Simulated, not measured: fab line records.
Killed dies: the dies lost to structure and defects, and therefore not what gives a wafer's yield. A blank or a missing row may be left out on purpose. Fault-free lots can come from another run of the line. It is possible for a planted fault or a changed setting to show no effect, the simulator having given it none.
Matching of chambers || flow n5-finfet || N5_BEOL_M11_VIA_ETCH_34 on rie-diel-05 has 4 sister chambers
The step etches SiCOH lowk in C4F6/O2, target depth 184.5 nm, time 69.2 s. 4 wafers are shown with their chamber, then 9 later ones without.

WAFERS, EACH WITH ITS CHAMBER
{"wafer": "L082.5", "chamber": 3, "rf-vpp-V (V)": 691}
{"wafer": "L087.2", "chamber": 1, "rf-vpp-V (V)": 637}
{"wafer": "L087.5", "chamber": 0, "rf-vpp-V (V)": 677}
{"wafer": "L087.6", "chamber": 2, "rf-vpp-V (V)": 643}

WAFERS WITH NO CHAMBER GIVEN
{"wafer": "L088.1", "rf-vpp-V (V)": 644}
{"wafer": "L088.3", "rf-vpp-V (V)": 678}
{"wafer": "L088.5", "rf-vpp-V (V)": 679}
{"wafer": "L093.2", "rf-vpp-V (V)": 693}
{"wafer": "L093.4", "rf-vpp-V (V)": 644}
{"wafer": "L093.5", "rf-vpp-V (V)": 691}
{"wafer": "L091.1", "rf-vpp-V (V)": 677}
{"wafer": "L091.5", "rf-vpp-V (V)": 644}
{"wafer": "L091.6", "rf-vpp-V (V)": 691}

WHICH CHAMBER EACH ONE RAN IN
{"wafer": "L088.1", "from the rows above": 2, "in truth": 2}
{"wafer": "L088.3", "from the rows above": 0, "in truth": 0}
{"wafer": "L088.5", "from the rows above": 0, "in truth": 0}
{"wafer": "L093.2", "from the rows above": 3, "in truth": 3}
{"wafer": "L093.4", "from the rows above": 2, "in truth": 2}
{"wafer": "L093.5", "from the rows above": 3, "in truth": 3}
{"wafer": "L091.1", "from the rows above": 0, "in truth": 0}
{"wafer": "L091.5", "from the rows above": 2, "in truth": 2}
{"wafer": "L091.6", "from the rows above": 3, "in truth": 3}
9 of 9 placed correctly. Can't be placed from these rows: 0. Wrongly placed: 0.
How it was worked out, from the rows above alone: a wafer's distance from a chamber is the root of the sum, over the readings, of the square of ((its reading less the chamber's mean) divided by the reading's scatter). If the next closest chamber is less than 2 further off than the closest, the wafer can't be placed; otherwise it belongs to the closest. For every chamber, the mean is computed from those of its wafers that are shown. The scatter (one wafer shown for each chamber): square how far every hidden wafer sits from the nearest shown wafer, average those squares and take the square root.
